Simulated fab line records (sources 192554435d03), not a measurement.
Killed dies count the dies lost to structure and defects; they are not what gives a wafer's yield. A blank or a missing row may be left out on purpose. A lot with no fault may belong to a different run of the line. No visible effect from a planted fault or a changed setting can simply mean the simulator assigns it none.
Split-lot trial ; flow n5Finfet ; route with 1938 steps; 7 lots, 21 wafers read

== THE SPLIT ==
At N5_BEOL_M0_TRENCH_ETCH_107 (etches SiOC in C4F6/O2, target depth 32.8 nm, time 16.4 s), the setting targetDepthA was moved away from the recipe's 328 angstrom on 5 of the 21 wafers read, by -11.9% to +12.0%. All remaining wafers had this setting at the recipe value.

== SPLIT TO READING: what lies between them in the file, 1 step ==
- N5_BEOL_M0_STRIP_142: strips in N2/H2, time 10 s

== THE READING ==
trenchDepthNm, in nm, at N5_BEOL_M0_OCD_MEAS_108. Fault-free wafers of this fab line usually give 32.9 nm, standard deviation 0.74 nm.

wafer;tool, chamber at the split;targetDepthA as run, angstrom;against the recipe;trenchDepthNm, nm;against lot-mates on the recipe
L078.1;rieDiel-04, 3;328;recipe;31.9;-
L078.2;rieDiel-04, 1;328;recipe;33.7;-
L078.3;rieDiel-04, 2;366.2;+11.6%;37.5;+4.7
L081.1;rieDiel-03, 3;328;recipe;32.2;-
L081.3;rieDiel-03, 1;328;recipe;34.0;-
L081.6;rieDiel-03, 1;328;recipe;32.8;-
L089.3;rieDiel-04, 0;328;recipe;32.8;-
L089.5;rieDiel-04, 0;328;recipe;32.5;-
L089.6;rieDiel-04, 1;328;recipe;33.3;-
L090.1;rieDiel-01, 2;328;recipe;32.2;-
L090.5;rieDiel-01, 0,1;328;recipe;33.5;-
L090.6;rieDiel-01, 0,1;328;recipe;33.2;-
L094.1;rieDiel-01, 0;328;recipe;32.7;-
L094.2;rieDiel-01, 3;328;recipe;32.1;-
L094.5;rieDiel-01, 1;328;recipe;33.8;-
L096.1;rieDiel-03, 2;289;-11.9%;28.5;-3.2
L096.2;rieDiel-03, 0;289;-11.9%;28.5;-3.2
L096.4;rieDiel-03, 0;328;recipe;31.7;-
L097.1;rieDiel-01, 2;367.5;+12.0%;36.4;+4.5
L097.2;rieDiel-01, 3;328;recipe;31.9;-
L097.3;rieDiel-01, 1;367.5;+12.0%;36.5;+4.6
Rows listing several chambers each stand for several wafers; the file does not say which wafer went through which chamber.

THE FIT
A straight line over all 21 wafers: trenchDepthNm changes by +0.347 nm for each +1% of targetDepthA; r = +0.95; the points scatter about the line by 0.7 nm.
The same after taking each lot's own level away (the mean of its wafers on the recipe; 21 wafers): +0.337 nm for each +1%; r = +0.95; scatter 0.64 nm.
On that fit, the largest move of targetDepthA shifts the reading by 4.1 nm.
The span of the lots' own levels, 31.70 to 33.00 nm, comes to 1.8 times the standard deviation stated above.
Hence the lot-to-lot level has little effect on the slope; both slopes agree.
Check: for one of the wafers moved furthest among these (+12.0%), held out of the fit, the line's prediction against its lot-mates is +4.13 nm. Against them it came out at +4.5 nm.

== OTHER SPLITS APPLIED TO THESE WAFERS ==
Other splits were also applied to these wafers ahead of the reading. Each is held against what the fit with the lots' levels taken away leaves over:
other split on the same wafers;wafers away from the commonest value;r with trenchDepthNm (lot level and that fit taken away)
N5_MOL_CONTACT_COAG_VIA_ETCH_46 biasW;6;-0.04
N5_BEOL_M0_ETCH_138 sourceW;11;+0.01

== THE WHOLE CHAIN: every reading that the file lists as answering this split, in the file's order ==
step;what it does;reading;change (the file's fit);r (the file's)
N5_BEOL_M0_TRENCH_ETCH_107;etches SiOC in C4F6/O2, target depth 32.8 nm, time 16.4 s;BEOL_M0.featureDepthNm (the simulator's own value, which no gauge read);+0.359 nm for each +1% of the setting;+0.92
N5_BEOL_M0_OCD_MEAS_108;;trenchDepthNm;+0.35 nm for each +1% of the setting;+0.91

== FILE'S OWN FIT ==
trenchDepthNm changes by +0.35 nm for each +1% of targetDepthA, r = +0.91.
